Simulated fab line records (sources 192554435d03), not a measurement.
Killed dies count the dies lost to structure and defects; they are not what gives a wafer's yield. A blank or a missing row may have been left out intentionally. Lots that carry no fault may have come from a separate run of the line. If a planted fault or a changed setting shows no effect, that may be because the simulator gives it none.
Split-lot study :: flow n5Finfet :: route with 1938 steps; 7 lots, 21 wafers read

THE SPLIT
At N5_BEOL_M5_COAT_59 (time 60 s, resist thk 60 nm), the setting spinRpm was moved away from the recipe's 1500 rpm on 6 of the 21 wafers read, by -10.3% to +7.3%. All remaining wafers had this setting at the recipe value.

The reading comes from the split's own step.

THE READING
SOC_of_BEOL_M5_COAT_59.thkNm (the simulator's own value, which no gauge read), in nm, at N5_BEOL_M5_COAT_59 (time 60 s, resist thk 60 nm). No usual value for it is given in the file. Here, 15 wafers ran the recipe; their average is 59.9 nm with a standard deviation of 0.22 nm.

wafer: L075.2
tool, chamber at the split: lithoTrack-02, 0
spinRpm as run, rpm: 1500
against the recipe: recipe
SOC_of_BEOL_M5_COAT_59.thkNm, nm: 59.8
against lot-mates on the recipe: -

wafer: L075.5
tool, chamber at the split: lithoTrack-02, 0
spinRpm as run, rpm: 1500
against the recipe: recipe
SOC_of_BEOL_M5_COAT_59.thkNm, nm: 60
against lot-mates on the recipe: -

wafer: L075.6
tool, chamber at the split: lithoTrack-02, 0
spinRpm as run, rpm: 1500
against the recipe: recipe
SOC_of_BEOL_M5_COAT_59.thkNm, nm: 60.2
against lot-mates on the recipe: -

wafer: L081.1
tool, chamber at the split: lithoTrack-02, 0
spinRpm as run, rpm: 1500
against the recipe: recipe
SOC_of_BEOL_M5_COAT_59.thkNm, nm: 59.8
against lot-mates on the recipe: -

wafer: L081.5
tool, chamber at the split: lithoTrack-02, 0
spinRpm as run, rpm: 1500
against the recipe: recipe
SOC_of_BEOL_M5_COAT_59.thkNm, nm: 59.8
against lot-mates on the recipe: -

wafer: L081.2
tool, chamber at the split: lithoTrack-02, 0
spinRpm as run, rpm: 1500
against the recipe: recipe
SOC_of_BEOL_M5_COAT_59.thkNm, nm: 59.6
against lot-mates on the recipe: -

wafer: L086.2
tool, chamber at the split: lithoTrack-04, 0
spinRpm as run, rpm: 1500
against the recipe: recipe
SOC_of_BEOL_M5_COAT_59.thkNm, nm: 59.4
against lot-mates on the recipe: -

wafer: L086.3
tool, chamber at the split: lithoTrack-04, 0
spinRpm as run, rpm: 1500
against the recipe: recipe
SOC_of_BEOL_M5_COAT_59.thkNm, nm: 60
against lot-mates on the recipe: -

wafer: L086.6
tool, chamber at the split: lithoTrack-04, 0
spinRpm as run, rpm: 1500
against the recipe: recipe
SOC_of_BEOL_M5_COAT_59.thkNm, nm: 59.8
against lot-mates on the recipe: -

wafer: L084.2
tool, chamber at the split: lithoTrack-04, 0
spinRpm as run, rpm: 1500
against the recipe: recipe
SOC_of_BEOL_M5_COAT_59.thkNm, nm: 60
against lot-mates on the recipe: -

wafer: L084.3
tool, chamber at the split: lithoTrack-04, 0
spinRpm as run, rpm: 1375
against the recipe: -8.3%
SOC_of_BEOL_M5_COAT_59.thkNm, nm: 62.8
against lot-mates on the recipe: +2.9

wafer: L084.6
tool, chamber at the split: lithoTrack-04, 0
spinRpm as run, rpm: 1500
against the recipe: recipe
SOC_of_BEOL_M5_COAT_59.thkNm, nm: 59.8
against lot-mates on the recipe: -

wafer: L091.2
tool, chamber at the split: lithoTrack-02, 0
spinRpm as run, rpm: 1500
against the recipe: recipe
SOC_of_BEOL_M5_COAT_59.thkNm, nm: 60.2
against lot-mates on the recipe: -

wafer: L091.3
tool, chamber at the split: lithoTrack-02, 0
spinRpm as run, rpm: 1565
against the recipe: +4.3%
SOC_of_BEOL_M5_COAT_59.thkNm, nm: 58.8
against lot-mates on the recipe: -1.3

wafer: L091.5
tool, chamber at the split: lithoTrack-02, 0
spinRpm as run, rpm: 1500
against the recipe: recipe
SOC_of_BEOL_M5_COAT_59.thkNm, nm: 60
against lot-mates on the recipe: -

wafer: L090.2
tool, chamber at the split: lithoTrack-02, 0
spinRpm as run, rpm: 1345
against the recipe: -10.3%
SOC_of_BEOL_M5_COAT_59.thkNm, nm: 63
against lot-mates on the recipe: +3.2

wafer: L090.5
tool, chamber at the split: lithoTrack-02, 0
spinRpm as run, rpm: 1500
against the recipe: recipe
SOC_of_BEOL_M5_COAT_59.thkNm, nm: 59.8
against lot-mates on the recipe: -

wafer: L090.6
tool, chamber at the split: lithoTrack-02, 0
spinRpm as run, rpm: 1345
against the recipe: -10.3%
SOC_of_BEOL_M5_COAT_59.thkNm, nm: 63.2
against lot-mates on the recipe: +3.4

wafer: L097.1
tool, chamber at the split: lithoTrack-04, 0
spinRpm as run, rpm: 1500
against the recipe: recipe
SOC_of_BEOL_M5_COAT_59.thkNm, nm: 60.2
against lot-mates on the recipe: -

wafer: L097.2
tool, chamber at the split: lithoTrack-04, 0
spinRpm as run, rpm: 1610
against the recipe: +7.3%
SOC_of_BEOL_M5_COAT_59.thkNm, nm: 58.2
against lot-mates on the recipe: -2.0

wafer: L097.4
tool, chamber at the split: lithoTrack-04, 0
spinRpm as run, rpm: 1610
against the recipe: +7.3%
SOC_of_BEOL_M5_COAT_59.thkNm, nm: 58.2
against lot-mates on the recipe: -2.0

THE FIT
A straight line over all 21 wafers: SOC_of_BEOL_M5_COAT_59.thkNm changes by -0.291 nm for each +1% of spinRpm; r = -0.98; the points scatter about the line by 0.26 nm.
The same after taking each lot's own level away (the mean of its wafers on the recipe; 21 wafers): -0.31 nm for each +1%; r = -0.99; scatter 0.17 nm.
Per that fit: largest spinRpm move, reading shift of 3.2 nm.
The span of the lots' own levels, 59.73 to 60.20 nm, comes to 2.1 times the standard deviation stated above.
The two slopes agree, so the slope changes little with the lot-to-lot level.
Check: for one of the wafers moved furthest among these (-10.3%), held out of the fit, the line's prediction against its lot-mates is +3.28 nm. It came out at +3.2 nm against them.

FURTHER SPLITS ON THESE WAFERS
Note: prior to the reading, these wafers also went through further splits. Each is held against what the fit with the lots' levels taken away leaves over:
other split on the same wafers: N5_BEOL_M2_COAT_73 tempC
wafers away from the commonest value: 5
r with SOC_of_BEOL_M5_COAT_59.thkNm (lot level and that fit taken away): -0.02

other split on the same wafers: N5_BEOL_M3_TRENCH_ETCH_37 timeS
wafers away from the commonest value: 10
r with SOC_of_BEOL_M5_COAT_59.thkNm (lot level and that fit taken away): -0.35

other split on the same wafers: N5_BEOL_M4_TRENCH_ETCH_37 biasW
wafers away from the commonest value: 7
r with SOC_of_BEOL_M5_COAT_59.thkNm (lot level and that fit taken away): +0.08

FILE'S OWN FIT
SOC_of_BEOL_M5_COAT_59.thkNm changes by -0.316 nm for each +1% of spinRpm, r = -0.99.
